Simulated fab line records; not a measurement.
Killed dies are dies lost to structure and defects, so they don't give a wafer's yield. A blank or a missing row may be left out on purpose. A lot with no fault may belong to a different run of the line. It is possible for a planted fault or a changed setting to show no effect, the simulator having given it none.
fab line records	flow n5-finfet
record: lots: 24	wafers: 72	last-day: 17
route steps=1938 shown START@1 WELL_APT@31 PMOS_HMC_CHANNEL_EPI@73 FIN_SAQP@112
lots untouched by any fault: they come from a run of this same line in which no faults occurred
start-h: the number of hours between the record's first day and the start of the first shown wafer of the lot	wait-h: hours from the lot's prior step to this one	" same as the row above	L1.1+2: a single row standing in for several wafers	- no value, or no start was given	* or withheld: withheld	< > ~ a bound
route shown NAME@n: names a module that has steps shown in the file, with the first one's number in the route	usual: mean/standard deviation taken from wafers without a fault	same: alike in all rows	chamber/n: place in a boat	sites: readings site by site	_std_site: the standard deviation of these	_edge_site: inner sites' mean taken away from outer sites' mean	radius-mm: how far each site lies from the wafer's centre	mask NAME#n: copy n	behind: the tool/chamber that last shaped the wafer	hold: why the lot was held/for how many hours/how that ended	device: the transistor (n, p or np) that didn't switch	end of line: the route-end tests of the same wafers	step lacking rows: just its recipe	killed: not the wafer's yield, but the dies lost to structure and defects at the first sort	map: a wafer's dies, x killed, . not, _ none there
set.NAME: the setting that was run; set.NAME@STEP: the one run at that earlier step	model.NAME: the simulator's own value behind a step, which no gauge read
the route's steps for a sample of lots (tables are steps, rows are wafers)
services: the hour from which a tool's chamber was out of use, counted from the record's first day as start-h (under 0 if before that day), plus the number of hours and why
== steps ==
step: N5_START_INSPECT_01
recipe: inspect-instrument: unpatterned-scan	mode: incoming
usual: raw-defect-count: 5.8/2.5
lot.wafer	tool	chamber	start-h	wait-h	raw-defect-count
L074.2	defect-inspect-02	-	12.03	-	6
L074.3	"	-	"	"	9
L074.6	"	-	"	"	12
L075.1	defect-inspect-01	-	18.03	-	6
L075.4	"	-	"	"	10
L075.6	"	-	"	"	5
L076.1	defect-inspect-01	-	24.03	-	9
L076.3	"	-	"	"	2
L076.5	"	-	"	"	6
L077.2	defect-inspect-02	-	30.03	-	7
L077.3	"	-	"	"	7
L077.4	"	-	"	"	1
L078.2	defect-inspect-01	-	36.03	-	6
L078.3	"	-	"	"	3
L078.6	"	-	"	"	4
L079.1	defect-inspect-01	-	42.03	-	6
L079.4	"	-	"	"	5
L079.6	"	-	"	"	5
L080.1	defect-inspect-01	-	48.03	-	8
L080.4	"	-	"	"	3
L080.5	"	-	"	"	6
L081.1	defect-inspect-01	-	54.03	-	4
L081.4	"	-	"	"	2
L081.5	"	-	"	"	4
L082.1	defect-inspect-01	-	60.03	-	5
L082.2	"	-	"	"	6
L082.5	"	-	"	"	5
L083.3	defect-inspect-02	-	66.03	-	9
L083.4	"	-	"	"	5
L083.6	"	-	"	"	3
L084.2	defect-inspect-02	-	72.03	-	7
L084.3	"	-	"	"	5
L084.5	"	-	"	"	3
L085.3	defect-inspect-01	-	78.03	-	3
L085.4	"	-	"	"	8
L085.5	"	-	"	"	6
L086.3	defect-inspect-01	-	84.03	-	14
L086.5	"	-	"	"	3
L086.6	"	-	"	"	4
L087.2	defect-inspect-02	-	90.03	-	5
L087.3	"	-	"	"	2
L087.5	"	-	"	"	8
L088.1	defect-inspect-01	-	96.03	-	5
L088.2	"	-	"	"	7
L088.4	"	-	"	"	6
L089.3	defect-inspect-02	-	102.03	-	5
L089.5	"	-	"	"	10
L089.6	"	-	"	"	3
L090.1	defect-inspect-02	-	108.03	-	2
L090.5	"	-	"	"	4
L090.6	"	-	"	"	10
L091.1	defect-inspect-01	-	114.03	-	4
L091.2	"	-	"	"	2
L091.4	"	-	"	"	5
L092.1	defect-inspect-01	-	120.03	-	3
L092.2	"	-	"	"	7
L092.4	"	-	"	"	9
L093.1	defect-inspect-01	-	126.03	-	8
L093.3	"	-	"	"	3
L093.5	"	-	"	"	9
L094.1	defect-inspect-01	-	132.03	-	7
L094.3	"	-	"	"	5
L094.4	"	-	"	"	9
L095.3	defect-inspect-01	-	138.03	-	6
L095.4	"	-	"	"	1
L095.6	"	-	"	"	8
L096.2	defect-inspect-02	-	144.03	-	4
L096.4	"	-	"	"	5
L096.6	"	-	"	"	8
L097.3	defect-inspect-01	-	150.04	-	3
L097.5	"	-	"	"	10
L097.6	"	-	"	"	6
step: N5_WELL_APT_DESCUM_13
recipe: chemistry: O2	time-s: 7.9	source-power-w: 50	bias-power-w: 20	pressure-mtorr: 20	rf-frequency-hz: 2.712e+07	temp-c: 40	o2-flow-sccm: 225
usual: chamber-pressure-mTorr: 19.998/0.018	drypump-motor-current-A: 6.0/0.36	oes-product-au: 0.77/0.069	rf-vpp-V: 243.1/1.2	showerhead-plenum-p-Torr: 2.08/0.061	throttle-valve-pct: 20.36/0.23
lot.wafer	tool	chamber	start-h	wait-h	chamber-pressure-mTorr	drypump-motor-current-A	oes-product-au	rf-hours-counter-h	rf-vpp-V	showerhead-plenum-p-Torr	throttle-valve-pct
L074.2	rie-diel-04	2	13.77	0.0	20.014	6.1	0.76	164	243.3	2.08	20.40
L074.3	"	0	"	"	20.004	5.8	0.72	204	241.9	1.98	20.33
L074.6	"	3	"	"	19.992	5.1	0.71	-	244.4	2.15	20.65
L075.1	rie-diel-04	3	20.08	0.3	20.003	5.1	0.71	234	244.9	2.15	20.65
L075.4	"	0	"	"	20.014	5.8	0.73	206	241.9	1.98	20.33
L075.6	"	3	"	"	20.021	5.0	0.71	-	244.0	2.15	20.65
L076.1	rie-diel-02	3	25.78	0.0	19.989	5.5	0.70	212	243.8	2.14	20.67
L076.3	"	2	"	"	19.997	5.8	0.79	110	244.4	2.20	20.34
L076.5	"	3	"	"	19.982	5.5	0.70	-	244.2	2.14	20.67
L077.2	rie-diel-02	0	31.65	0.0	20.001	6.3	0.93	25	242.0	2.04	20.19
L077.3	"	2	"	"	19.994	5.9	0.79	112	245.9	2.20	20.36
L077.4	"	3	"	"	19.977	5.5	0.69	214	244.2	2.14	20.67
L078.2	rie-diel-03	0	37.89	0.0	19.993	6.0	0.82	79	241.5	2.02	20.22
L078.3	"	2	"	"	19.977	5.7	0.83	84	244.9	2.10	20.10
L078.6	"	2	"	"	20.006	5.6	0.83	-	244.5	2.10	20.10
L079.1	rie-diel-04	3	43.79	0.0	20.010	5.1	0.71	240	244.6	2.14	20.65
L079.4	"	0	"	"	19.997	5.7	0.71	214	241.0	1.98	20.35
L079.6	"	2	"	"	19.988	6.1	0.75	-	243.4	2.08	20.42
L080.1	rie-diel-02	2	51.01	1.0	20.003	5.9	0.79	119	243.8	2.20	20.37
L080.4	"	0	"	"	19.987	6.4	0.93	30	242.6	2.04	20.19
L080.5	"	2	"	"	19.997	5.9	0.78	-	244.7	2.20	20.38
L081.1	rie-diel-03	0	55.77	0.0	20.030	6.0	0.81	80	242.5	2.02	20.21
L081.4	"	3	"	"	20.008	5.9	0.75	-	242.2	2.00	20.55
L081.5	"	1	"	"	19.981	6.6	0.75	-	241.2	2.09	20.62
L082.1	rie-diel-02	3	62.10	0.2	19.983	5.5	0.69	225	245.2	2.14	20.68
L082.2	"	0	"	"	19.983	6.3	0.90	35	242.1	2.03	20.21
L082.5	"	1	"	"	19.988	6.0	0.71	-	243.1	2.07	20.07
L083.3	rie-diel-04	1	68.34	0.0	20.009	6.3	0.87	44	242.1	2.04	19.97
L083.4	"	0	"	"	19.979	5.7	0.71	222	241.3	1.98	20.35
L083.6	"	1	"	"	19.965	6.3	0.88	-	243.3	2.04	19.97
L084.2	rie-diel-02	3	73.88	0.0	19.990	5.5	0.69	230	243.2	2.14	20.69
L084.3	"	2	"	"	19.970	5.9	0.77	128	244.9	2.20	20.38
L084.5	"	2	"	"	19.958	5.9	0.77	-	243.8	2.20	20.38
L085.3	rie-diel-03	1	79.67	0.0	19.992	6.6	0.75	189	243.2	2.08	20.64
L085.4	"	0	"	"	19.975	6.0	0.80	90	241.9	2.02	20.23
L085.5	"	1	"	"	19.980	6.6	0.75	-	243.4	2.08	20.64
L086.3	rie-diel-02	3	85.89	0.0	19.992	5.5	0.68	234	244.1	2.13	20.70
L086.5	"	1	"	"	20.000	6.0	0.71	-	243.2	2.07	20.06
L086.6	"	0	"	"	19.998	6.3	0.90	-	242.2	2.03	20.22
L087.2	rie-diel-03	0	91.92	0.0	19.974	6.0	0.79	94	241.7	2.02	20.24
L087.3	"	2	"	"	20.012	5.6	0.82	95	244.1	2.10	20.13
L087.5	"	1	"	"	19.959	6.6	0.75	-	243.2	2.08	20.65
L088.1	rie-diel-03	0	97.93	0.0	19.960	6.1	0.79	96	240.9	2.02	20.25
L088.2	"	1	"	"	20.051	6.6	0.75	195	242.5	2.08	20.64
L088.4	"	3	"	"	19.992	5.9	0.74	153	242.3	2.00	20.58
L089.3	rie-diel-02	0	103.78	0.0	20.008	6.3	0.87	51	241.6	2.03	20.23
L089.5	"	3	"	"	20.000	5.5	0.68	-	244.0	2.13	20.70
L089.6	"	2	"	"	19.973	5.9	0.76	-	245.2	2.19	20.39
L090.1	rie-diel-04	1	109.99	0.2	20.005	6.3	0.85	60	242.9	2.04	20.00
L090.5	"	1	"	"	20.000	6.2	0.86	-	243.0	2.04	20.00
L090.6	"	0	"	"	20.003	5.8	0.70	-	242.1	1.97	20.37
L091.1	rie-diel-02	3	116.04	0.2	19.960	5.5	0.66	245	244.3	2.13	20.72
L091.2	"	2	"	"	20.011	5.9	0.75	144	244.5	2.19	20.42
L091.4	"	1	"	"	19.959	6.0	0.70	189	242.6	2.06	20.10
L092.1	rie-diel-02	2	121.66	0.0	19.999	5.9	0.76	147	245.8	2.19	20.43
L092.2	"	0	"	"	19.991	6.3	0.88	57	242.8	2.03	20.24
L092.4	"	1	"	"	19.969	6.0	0.70	191	242.7	2.06	20.10
L093.1	rie-diel-02	2	127.71	0.0	19.987	5.9	0.76	148	243.3	2.19	20.43
L093.3	"	1	"	"	20.004	6.0	0.71	192	241.9	2.06	20.10
L093.5	"	0	"	"	19.987	6.3	0.88	-	243.2	2.03	20.24
L094.1	rie-diel-03	3	133.72	0.1	19.996	5.9	0.74	166	241.3	2.00	20.60
L094.3	"	2	"	"	20.004	5.7	0.80	111	244.9	2.09	20.15
L094.4	"	1	"	"	19.997	6.6	0.73	209	243.1	2.08	20.67
L095.3	rie-diel-02	0	139.93	0.0	19.993	6.3	0.87	64	243.9	2.02	20.25
L095.4	"	0	"	"	20.002	6.3	0.87	-	243.6	2.02	20.24
L095.6	"	1	"	"	19.975	6.0	0.69	-	244.1	2.06	20.10
L096.2	rie-diel-03	1	145.87	0.0	20.016	6.6	0.73	213	243.3	2.07	20.66
L096.4	"	2	"	"	20.017	5.7	0.79	117	243.8	2.09	20.14
L096.6	"	0	"	"	20.025	6.1	0.78	-	242.1	2.01	20.27
L097.3	rie-diel-03	0	151.90	0.0	19.989	6.0	0.78	114	243.1	2.01	20.27
L097.5	"	1	"	"	19.985	6.6	0.73	-	243.3	2.07	20.68
L097.6	"	0	"	"	20.022	6.0	0.77	-	242.8	2.01	20.29
step: N5_WELL_APT_INSPECT_27
recipe: mode: adi	inspect-instrument: macro
usual: raw-defect-count: 2.0/1.4
lot.wafer	tool	chamber	start-h	wait-h	raw-defect-count
L074.2	defect-inspect-01	-	14.98	0.0	0
L074.3	"	-	"	"	2
L074.6	"	-	"	"	3
L075.1	defect-inspect-01	-	21.29	0.0	1
L075.4	"	-	"	"	0
L075.6	"	-	"	"	2
L076.1	defect-inspect-02	-	26.86	0.0	0
L076.3	"	-	"	"	1
L076.5	"	-	"	"	3
L077.2	defect-inspect-01	-	35.58	0.0	3
L077.3	"	-	"	"	2
L077.4	"	-	"	"	1
L078.2	defect-inspect-01	-	38.98	0.0	1
L078.3	"	-	"	"	2
L078.6	"	-	"	"	1
L079.1	defect-inspect-02	-	45.02	0.0	1
L079.4	"	-	"	"	3
L079.6	"	-	"	"	4
L080.1	defect-inspect-02	-	52.12	0.0	3
L080.4	"	-	"	"	2
L080.5	"	-	"	"	4
L081.1	defect-inspect-01	-	56.86	0.0	2
L081.4	"	-	"	"	4
L081.5	"	-	"	"	0
L082.1	defect-inspect-02	-	63.31	0.0	0
L082.2	"	-	"	"	2
L082.5	"	-	"	"	2
L083.3	defect-inspect-02	-	69.45	0.0	1
L083.4	"	-	"	"	3
L083.6	"	-	"	"	0
L084.2	defect-inspect-02	-	74.98	0.0	1
L084.3	"	-	"	"	2
L084.5	"	-	"	"	4
L085.3	defect-inspect-02	-	80.75	0.0	4
L085.4	"	-	"	"	3
L085.5	"	-	"	"	1
L086.3	defect-inspect-01	-	87.11	0.0	4
L086.5	"	-	"	"	4
L086.6	"	-	"	"	2
L087.2	defect-inspect-02	-	93.15	0.0	2
L087.3	"	-	"	"	1
L087.5	"	-	"	"	1
L088.1	defect-inspect-01	-	99.14	0.0	1
L088.2	"	-	"	"	4
L088.4	"	-	"	"	0
L089.3	defect-inspect-02	-	104.89	0.0	1
L089.5	"	-	"	"	0
L089.6	"	-	"	"	4
L090.1	defect-inspect-02	-	111.23	0.0	3
L090.5	"	-	"	"	3
L090.6	"	-	"	"	1
L091.1	defect-inspect-01	-	117.13	0.0	3
L091.2	"	-	"	"	2
L091.4	"	-	"	"	5
L092.1	defect-inspect-01	-	122.77	0.0	0
L092.2	"	-	"	"	4
L092.4	"	-	"	"	2
L093.1	defect-inspect-02	-	128.92	0.0	0
L093.3	"	-	"	"	1
L093.5	"	-	"	"	1
L094.1	defect-inspect-01	-	134.93	0.0	2
L094.3	"	-	"	"	4
L094.4	"	-	"	"	4
L095.3	defect-inspect-02	-	141.04	0.0	5
L095.4	"	-	"	"	2
L095.6	"	-	"	"	0
L096.2	defect-inspect-01	-	146.98	0.0	4
L096.4	"	-	"	"	1
L096.6	"	-	"	"	2
L097.3	defect-inspect-01	-	152.99	0.0	2
L097.5	"	-	"	"	3
L097.6	"	-	"	"	5
step: N5_WELL_APT_RTA_34
recipe: temp-c: 1000	time-s: 10	ambient: N2	idle-temp-c: 600	ramp-up-c-per-s: 150	ramp-down-c-per-s: 60	cool-to-c: 600
usual: lamp-power-pct: 13.00/0.049	wafer_temp_C_max: 1003.6/1.1
lot.wafer	tool	chamber	start-h	wait-h	lamp-power-pct	wafer_temp_C_max
L074.2	rtp-anneal-02	0	15.82	0.1	12.95	1003.7
L074.3	"	0	"	"	12.95	1002.2
L074.6	"	0	"	"	12.97	1002.6
L075.1	rtp-anneal-01	0	22.13	0.1	12.98	1004.2
L075.4	"	0	"	"	12.99	1003.2
L075.6	"	0	"	"	13.04	1003.4
L076.1	rtp-anneal-02	0	27.73	0.1	13.02	1003.5
L076.3	"	0	"	"	13.06	1002.7
L076.5	"	0	"	"	13.07	1004.3
L077.2	rtp-anneal-01	0	36.68	0.0	13.09	1003.3
L077.3	"	0	"	"	12.97	1005.3
L077.4	"	0	"	"	12.98	1005.0
L078.2	rtp-anneal-01	0	40.12	0.0	12.99	1003.3
L078.3	"	0	"	"	13.01	1006.2
L078.6	"	0	"	"	13.02	1002.9
L079.1	rtp-anneal-01	0	46.31	0.3	13.06	1002.2
L079.4	"	0	"	"	13.08	1003.1
L079.6	"	0	"	"	13.01	1003.0
L080.1	rtp-anneal-02	0	53.13	0.2	13.01	1002.5
L080.4	"	0	"	"	13.02	1004.3
L080.5	"	0	"	"	13.03	1002.6
L081.1	rtp-anneal-01	0	58.34	0.1	13.00	1002.5
L081.4	"	0	"	"	12.90	1002.7
L081.5	"	0	"	"	13.01	1002.6
L082.1	rtp-anneal-02	0	64.15	0.0	13.06	1002.9
L082.2	"	0	"	"	13.05	1004.8
L082.5	"	0	"	"	13.00	1005.2
L083.3	rtp-anneal-01	0	70.28	0.1	12.97	1003.0
L083.4	"	0	"	"	13.02	1006.0
L083.6	"	0	"	"	13.02	1004.0
L084.2	rtp-anneal-01	0	75.88	0.1	12.93	1002.7
L084.3	"	0	"	"	13.07	1002.6
L084.5	"	0	"	"	12.97	1001.7
L085.3	rtp-anneal-02	0	81.68	0.1	13.02	1006.8
L085.4	"	0	"	"	13.05	1002.7
L085.5	"	0	"	"	12.92	1004.1
L086.3	rtp-anneal-02	0	88.37	0.4	12.94	1002.7
L086.5	"	0	"	"	13.06	1002.9
L086.6	"	0	"	"	12.98	1003.9
L087.2	rtp-anneal-02	0	94.17	0.2	13.06	1002.5
L087.3	"	0	"	"	12.92	1005.1
L087.5	"	0	"	"	12.98	1004.9
L088.1	rtp-anneal-01	0	99.99	0.0	13.02	1003.1
L088.2	"	0	"	"	13.02	1003.6
L088.4	"	0	"	"	12.98	1002.9
L089.3	rtp-anneal-02	0	105.72	0.1	12.90	1005.3
L089.5	"	0	"	"	13.04	1002.3
L089.6	"	0	"	"	13.04	1004.8
L090.1	rtp-anneal-02	0	112.18	0.2	13.00	1003.8
L090.5	"	0	"	"	13.14	1003.5
L090.6	"	0	"	"	12.98	1003.6
L091.1	rtp-anneal-01	0	118.16	0.1	12.98	1004.3
L091.2	"	0	"	"	13.05	1003.8
L091.4	"	0	"	"	12.99	1003.5
L092.1	rtp-anneal-02	0	123.57	0.0	12.98	1004.7
L092.2	"	0	"	"	12.98	1002.1
L092.4	"	0	"	"	13.08	1002.4
L093.1	rtp-anneal-01	0	129.73	0.0	13.01	1003.3
L093.3	"	0	"	"	12.94	1005.5
L093.5	"	0	"	"	12.94	1004.0
L094.1	rtp-anneal-01	0	135.90	0.2	12.95	1003.8
L094.3	"	0	"	"	12.92	1002.3
L094.4	"	0	"	"	13.03	1003.6
L095.3	rtp-anneal-01	0	141.90	0.1	12.99	1005.0
L095.4	"	0	"	"	13.00	1003.8
L095.6	"	0	"	"	13.06	1004.9
L096.2	rtp-anneal-01	0	148.00	0.2	13.02	1003.4
L096.4	"	0	"	"	13.01	1004.6
L096.6	"	0	"	"	13.03	1004.3
L097.3	rtp-anneal-01	0	153.91	0.1	13.05	1002.8
L097.5	"	0	"	"	13.02	1003.6
L097.6	"	0	"	"	12.93	1003.7
step: N5_PMOS_HMC_CHANNEL_EPI_ETCH_38
recipe: chemistry: CF4	target: SiO2	target-depth-a: 15	ion-energy-ev: 350	pressure-mtorr: 10	icp-w: 800	bias-w: 400	cf4-flow-sccm: 80
usual: bias-w: 399.9/1.2	chamber-pressure-mTorr: 9.998/0.028	drypump-motor-current-A: 5.6/0.47	oes-product-au: 1.001/0.02	throttle-valve-pct: 21.72/0.29
lot.wafer	tool	chamber	start-h	wait-h	bias-w	chamber-pressure-mTorr	drypump-motor-current-A	oes-product-au	rf-hours-counter-h	throttle-valve-pct
L074.2	rie-si-01	1	17.92	0.0	401.8	9.990	6.0	1.016	203	22.42
L074.3	"	2	"	"	399.6	9.983	5.3	1.014	167	22.04
L074.6	"	3	"	"	401.0	10.021	5.9	1.004	-	21.28
L075.1	rie-si-01	0	23.84	0.0	401.6	9.690	5.5	0.991	96	21.86
L075.4	"	3	"	"	400.6	9.985	5.9	0.991	56	21.29
L075.6	"	0	"	"	401.2	9.991	5.4	0.989	-	21.88
L076.1	rie-si-04	2	29.74	0.0	399.0	10.001	5.2	1.029	94	21.77
L076.3	"	0	"	"	402.0	10.008	5.3	1.027	72	21.41
L076.5	"	0	"	"	400.7	9.996	5.3	1.014	-	21.40
L077.2	rie-si-01	2	38.72	0.0	398.9	10.010	5.3	1.029	167	22.05
L077.3	"	1	"	"	400.7	10.015	6.0	1.030	204	22.41
L077.4	"	0	"	"	398.9	10.000	5.4	0.991	96	21.89
L078.2	rie-si-01	0	42.02	0.0	400.4	9.999	5.4	1.005	96	21.89
L078.3	"	3	"	"	400.2	10.012	5.9	1.008	56	21.28
L078.6	"	0	"	"	401.3	9.999	5.4	0.999	-	21.86
L079.1	rie-si-01	2	48.18	0.0	402.6	10.004	5.3	1.011	167	22.06
L079.4	"	2	"	"	400.2	10.001	5.3	1.013	-	22.05
L079.6	"	0	"	"	400.2	9.994	5.4	0.989	-	21.88
L080.1	rie-si-04	0	55.09	0.0	397.8	9.991	5.3	1.029	73	21.41
L080.4	"	2	"	"	400.5	9.997	5.3	1.031	94	21.75
L080.5	"	0	"	"	398.7	9.990	5.3	1.020	-	21.42
L081.1	rie-si-06	3	60.40	0.0	400.1	10.002	5.1	0.973	91	21.56
L081.4	"	1	"	"	398.6	10.010	4.9	0.998	141	21.86
L081.5	"	3	"	"	400.5	10.006	5.1	0.978	-	21.55
L082.1	rie-si-06	3	65.87	0.0	398.0	9.995	5.2	0.974	91	21.55
L082.2	"	2	"	"	400.8	9.997	6.3	0.971	155	22.00
L082.5	"	1	"	"	400.2	9.986	4.9	0.982	-	21.85
L083.3	rie-si-04	0	72.10	0.0	399.4	9.989	5.3	1.040	73	21.41
L083.4	"	1	"	"	398.8	10.009	4.8	1.019	69	21.47
L083.6	"	3	"	"	399.2	9.997	6.2	0.980	-	21.49
L084.2	rie-si-06	2	77.62	0.0	400.2	10.004	6.3	0.974	155	21.99
L084.3	"	1	"	"	396.6	9.988	5.0	1.000	142	21.85
L084.5	"	3	"	"	398.9	10.009	5.1	0.980	-	21.56
L085.3	rie-si-04	0	83.68	0.0	398.2	9.978	5.3	1.032	73	21.39
L085.4	"	2	"	"	401.3	10.001	5.3	1.041	95	21.74
L085.5	"	3	"	"	400.3	9.998	6.2	0.985	-	21.47
L086.3	rie-si-06	3	90.19	0.0	401.2	10.005	5.2	0.973	91	21.56
L086.5	"	0	"	"	399.6	10.005	5.9	1.001	-	21.57
L086.6	"	1	"	"	398.5	9.984	5.0	0.996	-	21.86
L087.2	rie-si-06	3	95.99	0.0	399.1	9.986	5.1	0.971	91	21.54
L087.3	"	0	"	"	396.6	9.993	5.9	1.007	8	21.60
L087.5	"	0	"	"	396.3	9.995	5.9	1.015	-	21.58
L088.1	rie-si-01	2	101.70	0.0	402.3	9.994	5.3	1.019	168	22.07
L088.2	"	0	"	"	399.8	10.007	5.4	0.986	97	21.87
L088.4	"	3	"	"	400.0	10.002	5.9	0.989	57	21.26
L089.3	rie-si-06	0	107.57	0.0	399.9	10.003	5.9	1.003	8	21.58
L089.5	"	0	"	"	400.3	9.998	5.9	1.002	-	21.58
L089.6	"	3	"	"	400.6	9.993	5.2	0.970	-	21.55
L090.1	rie-si-01	1	114.12	0.0	399.4	9.994	6.0	1.003	1	22.14
L090.5	"	1	"	"	398.9	10.006	6.0	1.009	-	22.14
L090.6	"	0	"	"	400.7	9.988	5.4	0.993	-	21.87
L091.1	rie-si-06	1	120.01	0.0	399.9	10.005	4.9	0.999	142	21.86
L091.2	"	0	"	"	400.1	10.015	5.9	1.012	8	21.59
L091.4	"	2	"	"	401.0	9.999	6.3	0.979	156	21.99
L092.1	rie-si-04	1	125.87	0.0	398.9	10.007	4.8	1.013	70	21.48
L092.2	"	0	"	"	399.2	9.992	5.3	1.019	74	21.42
L092.4	"	3	"	"	398.4	9.995	6.2	0.985	127	21.50
L093.1	rie-si-01	1	131.45	0.0	400.5	10.001	6.0	1.021	1	22.16
L093.3	"	0	"	"	399.7	9.995	5.4	0.991	98	21.88
L093.5	"	2	"	"	400.5	9.999	5.3	1.021	-	22.07
L094.1	rie-si-04	3	137.79	0.0	401.9	9.997	6.2	0.977	127	21.48
L094.3	"	1	"	"	398.6	10.001	4.8	1.014	70	21.50
L094.4	"	0	"	"	400.7	10.019	5.3	1.020	74	21.39
L095.3	rie-si-06	0	144.13	0.0	400.4	9.997	5.9	1.005	9	21.58
L095.4	"	3	"	"	400.9	9.999	5.1	0.970	92	21.56
L095.6	"	2	"	"	399.2	10.012	6.3	0.970	-	21.98
L096.2	rie-si-06	1	150.10	0.0	398.4	9.998	5.0	0.996	143	21.86
L096.4	"	0	"	"	400.4	9.999	5.9	1.001	9	21.58
L096.6	"	1	"	"	400.4	9.991	5.0	0.997	-	21.88
L097.3	rie-si-04	1	155.76	0.0	398.7	10.010	4.8	1.011	71	21.48
L097.5	"	1	"	"	400.6	9.999	4.8	1.003	-	21.49
L097.6	"	0	"	"	398.7	10.009	5.3	1.026	-	21.40
step: N5_FIN_SAQP_OVL_MEAS_17
recipe: points-per-wafer: 44
usual: FIN_CORE_OVL: 0.4/0.85
lot.wafer	tool	chamber	start-h	wait-h	FIN_CORE_OVL[nm]
L074.2	overlay-02	0	22.94	0.0	1.1
L074.3	"	0	"	"	1.3
L074.6	"	0	"	"	0.9
L075.1	overlay-02	0	28.34	0.0	1.8
L075.4	"	0	"	"	1.7
L075.6	"	0	"	"	1.7
L076.1	overlay-02	0	33.44	0.0	-0.5
L076.3	"	0	"	"	0.4
L076.5	"	0	"	"	0.6
L077.2	overlay-01	0	42.27	0.0	1.3
L077.3	"	0	"	"	1.6
L077.4	"	0	"	"	-0.3
L078.2	overlay-01	0	45.58	0.0	0.7
L078.3	"	0	"	"	1.6
L078.6	"	0	"	"	0.2
L079.1	overlay-01	0	52.03	0.0	-1.1
L079.4	"	0	"	"	-0.5
L079.6	"	0	"	"	0.5
L080.1	overlay-01	0	58.82	0.0	1.1
L080.4	"	0	"	"	0.9
L080.5	"	0	"	"	0.4
L081.1	overlay-01	0	64.11	0.0	1.2
L081.4	"	0	"	"	-0.9
L081.5	"	0	"	"	1.4
L082.1	overlay-02	0	69.73	0.0	0.1
L082.2	"	0	"	"	1.4
L082.5	"	0	"	"	0.7
L083.3	overlay-02	0	75.81	0.0	0.0
L083.4	"	0	"	"	1.2
L083.6	"	0	"	"	1.5
L084.2	overlay-02	0	81.42	0.0	-1.1
L084.3	"	0	"	"	0.0
L084.5	"	0	"	"	0.0
L085.3	overlay-01	0	87.68	0.0	0.1
L085.4	"	0	"	"	0.1
L085.5	"	0	"	"	0.1
L086.3	overlay-02	0	97.10	0.0	0.9
L086.5	"	0	"	"	1.6
L086.6	"	0	"	"	0.6
L087.2	overlay-02	0	100.48	0.0	-1.2
L087.3	"	0	"	"	-0.8
L087.5	"	0	"	"	-1.0
L088.1	overlay-02	0	105.30	0.0	0.8
L088.2	"	0	"	"	0.0
L088.4	"	0	"	"	1.3
L089.3	overlay-02	0	111.37	0.0	0.1
L089.5	"	0	"	"	0.6
L089.6	"	0	"	"	0.5
L090.1	overlay-02	0	118.20	0.0	-0.7
L090.5	"	0	"	"	0.0
L090.6	"	0	"	"	-1.3
L091.1	overlay-01	0	123.72	0.0	-0.1
L091.2	"	0	"	"	-0.1
L091.4	"	0	"	"	-0.8
L092.1	overlay-01	0	129.83	0.0	0.8
L092.2	"	0	"	"	0.2
L092.4	"	0	"	"	1.0
L093.1	overlay-01	0	135.11	0.0	1.0
L093.3	"	0	"	"	0.5
L093.5	"	0	"	"	0.5
L094.1	overlay-02	0	141.65	0.0	0.0
L094.3	"	0	"	"	0.4
L094.4	"	0	"	"	-0.3
L095.3	overlay-02	0	148.00	0.0	0.0
L095.4	"	0	"	"	-0.7
L095.6	"	0	"	"	-0.4
L096.2	overlay-01	0	153.93	0.0	-0.7
L096.4	"	0	"	"	0.1
L096.6	"	0	"	"	-1.0
L097.3	overlay-02	0	159.50	0.0	0.5
L097.5	"	0	"	"	1.1
L097.6	"	0	"	"	-0.1
== services ==
tool	chamber	start-h	hours	kind
rie-si-06	-	-6.19	28.1	pm
rie-diel-02	2	13.02	8.6	repair
rie-si-04	-	17.76	0.8	repair
rie-diel-04	-	26.51	1.0	repair
rie-diel-03	0	38.77	15.3	repair
rie-si-01	1	45.94	-	clean
rie-si-01	1	45.94	22.0	scheduled-down
rie-si-01	1	45.94	22.0	vent-cycle
rie-si-01	-	64.90	2.8	pm
rie-si-06	1	71.37	4.5	repair
rie-diel-04	3	73.27	-	clean
rie-diel-04	3	73.27	-	consumable-replace:focus-ring
rie-diel-04	3	73.27	14.5	scheduled-down
rie-si-01	3	86.83	9.1	repair
rie-si-06	1	92.91	14.9	repair
rie-si-06	2	99.28	2.6	repair
rie-diel-04	3	99.28	11.7	repair
rie-si-04	2	99.97	11.3	repair
rie-si-04	1	109.90	3.8	repair
rtp-anneal-01	-	110.17	2.6	pm
rie-diel-02	3	130.61	-	clean
rie-diel-02	3	130.61	-	consumable-replace:focus-ring
rie-si-06	3	134.02	7.5	repair
rie-si-04	2	151.23	2.1	repair
== key ==
fault none
